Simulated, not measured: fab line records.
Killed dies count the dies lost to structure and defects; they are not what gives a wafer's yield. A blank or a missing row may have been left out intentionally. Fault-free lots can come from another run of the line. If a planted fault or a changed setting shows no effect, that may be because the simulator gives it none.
Matching of chambers :: flow nand harc :: rie diel-01 running NHARC_A_STAIRCASE_ETCH_444: 4 sister chambers
The step etches the open film in C4F8/O2, target depth 20400 nm, time 6800 s. 4 wafers are shown with their chamber, then 7 later ones without.

== WAFERS WITH THEIR CHAMBER ==
wafer: L079.1
chamber: 0
rf vpp V (V): 803

wafer: L086.1
chamber: 3
rf vpp V (V): 809

wafer: L090.1
chamber: 1
rf vpp V (V): 808

wafer: L090.4
chamber: 2
rf vpp V (V): 801

== WAFERS WITHOUT THEIR CHAMBER ==
wafer: L090.6
rf vpp V (V): 807

wafer: L094.2
rf vpp V (V): 803

wafer: L094.5
rf vpp V (V): 801

wafer: L094.6
rf vpp V (V): 807

wafer: L095.2
rf vpp V (V): 802

wafer: L095.3
rf vpp V (V): 807

wafer: L095.6
rf vpp V (V): 800

== THE CHAMBER EACH PASSED THROUGH ==
wafer: L090.6
from the rows above: can't be placed: 1 or 3
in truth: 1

wafer: L094.2
from the rows above: 0
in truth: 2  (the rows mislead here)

wafer: L094.5
from the rows above: 2
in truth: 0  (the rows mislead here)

wafer: L094.6
from the rows above: can't be placed: 1 or 3
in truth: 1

wafer: L095.2
from the rows above: can't be placed: 0 or 2
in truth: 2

wafer: L095.3
from the rows above: can't be placed: 1 or 3
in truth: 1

wafer: L095.6
from the rows above: 2
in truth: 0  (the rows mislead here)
Correctly placed: 0 of 7. Cannot be placed on the basis of these rows: 4; the candidates contain the true chamber in 4. Wrongly placed: 3.
How it was worked out, from the rows above alone: a wafer's distance from a chamber is the root of the sum, over the readings, of the square of ((its reading less the chamber's mean) divided by the reading's scatter). If the next closest chamber is less than 2 further off than the closest, the wafer can't be placed; otherwise it belongs to the closest. For every chamber, the mean is computed from those of its wafers that are shown. The scatter: with one shown wafer a chamber, the root of the mean of the squares of how far each hidden wafer lies from its nearest shown one.
